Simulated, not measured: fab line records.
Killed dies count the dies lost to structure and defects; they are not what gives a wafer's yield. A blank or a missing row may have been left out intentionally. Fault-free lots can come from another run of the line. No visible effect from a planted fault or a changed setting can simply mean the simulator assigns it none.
Matching of chambers	flow n5_finfet	4 sister chambers for N5_BEOL_M11_STRIP_67 on rie_diel-04
The step strips in CF4. 20 wafers are shown with their chamber, then 10 later ones without.

## EACH WAFER AND ITS CHAMBER
wafer	chamber	showerhead_plenum_p_Torr (Torr)	throttle_valve_pct (%)	rf_vpp_V (V)
L077.2	2	1.78	14.0	270.7
L077.4	3	1.74	13.7	269.3
L077.5	0	1.70	13.6	271.6
L076.1	3	1.74	13.7	270.3
L076.3	2	1.78	14.0	270.7
L076.4	1	1.72	13.6	269.1
L079.2	0	1.70	13.6	269.8
L079.3	2	1.78	14.0	268.9
L079.5	2	1.78	14.0	270.8
L082.1	0	1.70	13.6	268.5
L082.4	2	1.78	14.0	272.1
L082.6	2	1.78	14.0	269.9
L084.1	3	1.74	13.8	270.3
L084.2	0	1.70	13.6	269.4
L084.4	2	1.77	14.0	269.4
L085.2	0	1.70	13.6	268.1
L085.5	1	1.71	13.7	268.7
L085.6	0	1.70	13.6	268.9
L088.3	1	1.71	13.7	268.8
L088.5	2	1.77	13.5	270.7

SIGNATURES (means of the wafers above)
reading	chamber 0	chamber 1	chamber 2	chamber 3	scatter within a chamber
showerhead_plenum_p_Torr	1.7000	1.7133	1.7775	1.7400	0.00368
throttle_valve_pct	13.600	13.667	13.938	13.733	0.12
rf_vpp_V	269.383	268.867	270.400	269.967	0.979
Rule: distance of a wafer from a chamber = root of the sum over the readings of ((wafer's reading minus chamber's mean) / reading's scatter) squared. If the next closest chamber is less than 2 further off than the closest, the wafer can't be placed; otherwise it belongs to the closest. The scatter is the square root of a quotient: the sum, over the shown wafers, of each reading's squared deviation from its chamber's mean, divided by wafers minus chambers.

## WAFERS WITHOUT THEIR CHAMBER
wafer	showerhead_plenum_p_Torr (Torr)	throttle_valve_pct (%)	rf_vpp_V (V)
L088.6	1.71	13.7	270.2
L095.1	1.90	13.1	272.8
L095.5	1.70	13.7	269.7
L095.6	1.90	13.1	273.5
L097.1	1.73	13.8	270.5
L097.2	1.90	13.1	272.5
L097.3	1.77	13.5	271.5
L097.4	1.77	13.5	270.5
L097.5	1.73	13.8	269.1
L097.6	1.90	13.1	274.0

## WHICH CHAMBER EACH ONE RAN IN
wafer	from the rows above	in truth
L088.6	can't be placed: 1 or 0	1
L095.1	2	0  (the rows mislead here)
L095.5	0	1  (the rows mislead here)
L095.6	2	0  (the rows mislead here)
L097.1	3	3
L097.2	2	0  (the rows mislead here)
L097.3	2	2
L097.4	2	2
L097.5	can't be placed: 3 or 1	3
L097.6	2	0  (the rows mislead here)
Correctly placed: 3 of 10. Cannot be placed on the basis of these rows: 2; the candidates contain the true chamber in 2. Wrongly placed: 5.
